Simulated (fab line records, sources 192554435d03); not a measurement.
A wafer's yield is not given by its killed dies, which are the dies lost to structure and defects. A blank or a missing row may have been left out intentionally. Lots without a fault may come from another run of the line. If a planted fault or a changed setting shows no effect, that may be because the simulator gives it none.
Chamber matching ; flow n5-finfet ; 4 sister chambers for N5_GATE_CUT_SAC_CAP_01 on ald-sin-01
The step material SiNx, target thk 24 nm, pulse time 1 s, ald cycles 480. 8 wafers are shown with their chamber, then 7 later ones without.

WAFERS WITH THEIR CHAMBER
wafer;chamber;heater-power-w (W);heater-power-outer-w (W)
L078.2;2;1007;670
L080.4;0;976;600
L080.5;2;1002;668
L082.1;1;825;518
L082.3;3;786;507
L082.5;1;839;500
L085.3;3;789;498
L085.5;0;959;597

WAFERS WHOSE CHAMBER IS MISSING
wafer;heater-power-w (W);heater-power-outer-w (W)
L085.6;782;515
L086.1;977;667
L086.3;792;525
L086.4;830;518
L091.3;957;596
L091.4;789;513
L091.6;923;603

WHICH CHAMBER EACH ONE RAN IN
wafer;from the rows above;in truth
L085.6;3;3
L086.1;2;2
L086.3;3;3
L086.4;1;1
L091.3;0;0
L091.4;3;3
L091.6;0;0
Correctly placed: 7 of 7. Not placeable from these rows: 0. 0 placed wrongly.
How it was worked out, from the rows above alone: a wafer's distance from a chamber is the root of the sum, over the readings, of the square of ((its reading less the chamber's mean) divided by the reading's scatter). The wafer belongs to the nearest chamber; if the next one is less than 2 further off, it can't be placed. A chamber's mean is the mean of its shown wafers. The scatter is the square root of a quotient: the sum, over the shown wafers, of each reading's squared deviation from its chamber's mean, divided by wafers minus chambers.
